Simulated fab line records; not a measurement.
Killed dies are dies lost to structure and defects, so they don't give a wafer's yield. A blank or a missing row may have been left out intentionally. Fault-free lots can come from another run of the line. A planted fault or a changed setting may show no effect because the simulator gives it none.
Struck lot and sound lot, side by side + flow n5Finfet + 38 out of 1938 route steps
Sound: the wafers L363.1, L363.4, L363.5. Struck: wafer L370.4. (L370.1, L370.5 of the same lot were not struck and are left out.) The cause comes at the end.
At each step with rows: each side's tool, then ch and its chambers, then its first start. Under that, the readings that differ: sound wafers + struck wafers + difference of the means + sigmas: that difference in standard deviations of wafers without a fault.
alike: readings with means less than 2 such deviations apart, plus words and numbers identical on both sides. not compared: withheld readings, readings lacking a value on some wafer, bounds such as >300 that could conceal the same value, and numbers that have no deviation in the record and whose values overlap.
The two part at a step that has a row with sigmas, a row that says differs or no value, or rows on one side only. Numbers that have no deviation but don't overlap get no sigmas and don't part them. A reading that every wafer of one side lacks parts them only if that side has two wafers or more.

first, 10 steps without rows for these wafers: N5_PMOS_HMC_CHANNEL_EPI_PRECLEAN_37 (cleans in O3/DIW, time 45 s); N5_PMOS_HMC_CHANNEL_EPI_PRECLEAN_24 (cleans in DHF, time 30 s); N5_PMOS_HMC_CHANNEL_EPI_SRD_25 (time 30 s); N5_PMOS_HMC_CHANNEL_EPI_EPI_26 (deposits Si from SiH4/H2, target thk 3.8 nm, time 22.7 s); N5_FIN_SAQP_PRECLEAN_42 (cleans in O3/DIW, time 60 s); N5_FIN_SAQP_PRECLEAN_00 (cleans in SC1, time 60 s); N5_FIN_SAQP_PRECLEAN_44 (cleans in SC2, time 45 s); N5_FIN_SAQP_SRD_01 (time 30 s); N5_FIN_SAQP_ALD_61 (deposits SiO2, target thk 4 nm, pulse time 1 s, purge time 2 s); N5_FIN_SAQP_DENSIFY_62 (time 60 s).
N5_FIN_SAQP_HM_DEP_03: deposits SiNx from SiH4/NH3/N2, target thk 38 nm, time 33.6 s.
  sound on pecvd-01 ch 0,2, day 4 08:36; struck on pecvd-01 ch 0, day 6 02:49
| reading                                     | sound             | struck | difference | sigmas |
|---------------------------------------------|-------------------|--------|------------|--------|
| model.SiNx_of_FIN_SAQP_HM_DEP_03.thkNm (nm) | 37.56 38.02 37.45 | 31.44  | -6.24      |        |
  alike: heaterPowerW, showerheadPlenumPTorr, susceptorTempC, throttleValvePct
  not compared: sinceWetCleanH
N5_FIN_SAQP_THK_MEAS_05:
  sound on filmMetro-01, day 4 08:41; struck on filmMetro-02, day 6 02:54
| reading    | sound          | struck | difference | sigmas |
|------------|----------------|--------|------------|--------|
| thkNm (nm) | 37.5 38.0 37.5 | 31.5   | -6.2       | -13    |
then, 24 steps without rows for these wafers: N5_FIN_SAQP_PECVD_47 (deposits a-Si from SiH4/He, target thk 45 nm, time 36.3 s); N5_FIN_SAQP_PECVD_48 (deposits SiNx from SiH4/NH3/N2, target thk 25 nm, time 22.1 s); N5_FIN_SAQP_PECVD_06 (deposits a-Si from SiH4/He, target thk 60 nm, time 48.1 s); N5_FIN_SAQP_HM_DEP_72 (deposits SiO2 from SiH4/N2O, target thk 12 nm, time 7.2 s); N5_FIN_SAQP_COAT_49 (time 60 s, resist thk 100 nm); N5_FIN_SAQP_COAT_50 (time 60 s, resist thk 35 nm); N5_FIN_SAQP_COAT_10 (resist thk 90 nm); N5_FIN_SAQP_EBR_12; N5_FIN_SAQP_SOFTBAKE_11 (time 60 s); N5_FIN_SAQP_EXPOSE_13 (exposes mask FIN CORE, target cd 35.6 nm); N5_FIN_SAQP_PEB_14 (peb time 60 s); N5_FIN_SAQP_DEVELOP_15 (develop time 30 s); N5_FIN_SAQP_DESCUM_21 (chemistry O2, time 7.9 s); N5_FIN_SAQP_ETCH_51 (etches SiARC in CF4, target depth 45.5 nm, time 75.8 s); N5_FIN_SAQP_ETCH_52 (etches SOC in N2/H2, target depth 100 nm, overetch 20 nm, time 150 s); N5_FIN_SAQP_STRIP_53 (strips in N2/H2); N5_FIN_SAQP_HM_OPEN_73 (chemistry CHF3/O2, target SiO2, stops on a-Si, target depth 12 nm, time 16.8 s); N5_FIN_SAQP_STRIP_74 (strips in CHF3/O2); N5_FIN_SAQP_MANDREL_ETCH_22 (etches a-Si in HBr/Cl2, stops on SiNx, target depth 60 nm, bt time 10 s, time 30 s); N5_FIN_SAQP_STRIP_55 (strips in N2/H2); N5_FIN_SAQP_STRIP_23 (strips in SPM, time 750 s); N5_FIN_SAQP_SRD_66 (time 30 s); N5_FIN_SAQP_RECESS_75 (chemistry HF/NH3, target SiO2, target depth 14.4 nm, afs cycles 3, sublimation time 60 s); N5_FIN_SAQP_SPACER1_ALD_24 (deposits SiO2, target thk 20.3 nm, pulse time 1 s, purge time 2 s).
N5_FIN_SAQP_HM_OPEN_33: chemistry CH3F/O2, target SiNx, target depth 49.4 nm, time 70.6 s.
  sound on rieDiel-06 ch 0,1,3, day 4 14:46; struck on rieDiel-02 ch 1, day 6 07:28
| reading                 | sound             | struck | difference | sigmas |
|-------------------------|-------------------|--------|------------|--------|
| etchRfOnTimeS (s)       | 67.9 69.2 68.4    | 57.4   | -11.1      | -9     |
| model.etch.depthNm (nm) | 36.75 37.38 36.82 | 30.81  | -6.17      |        |
  alike: drypumpMotorCurrentA, oesProductAu, rfVppV, showerheadPlenumPTorr, throttleValvePct
  not compared: rfHoursCounterH
N5_STI_FIN_REVEAL_RECESS_09: chemistry HF/NH3, target SiO2, afs cycles 11, target depth 42.5 nm, sublimation time 60 s.
  sound on vaporEtch-02 ch 0,1, day 4 23:32; struck on vaporEtch-02 ch 1, day 6 15:28
| reading                                     | sound          | struck | difference | sigmas |
|---------------------------------------------|----------------|--------|------------|--------|
| model.SiNx_of_FIN_SAQP_HM_DEP_03.thkNm (nm) | 17.8 18.4 17.6 | 12.2   | -5.7       |        |
  alike: drypumpMotorCurrentA, tempC

## WHERE THEY PART
First at N5_FIN_SAQP_THK_MEAS_05; last, within this record, at N5_FIN_SAQP_HM_OPEN_33. Later steps at which nothing parts them and some readings are alike: N5_STI_FIN_REVEAL_RECESS_09.

WHY: the cause the simulator had injected
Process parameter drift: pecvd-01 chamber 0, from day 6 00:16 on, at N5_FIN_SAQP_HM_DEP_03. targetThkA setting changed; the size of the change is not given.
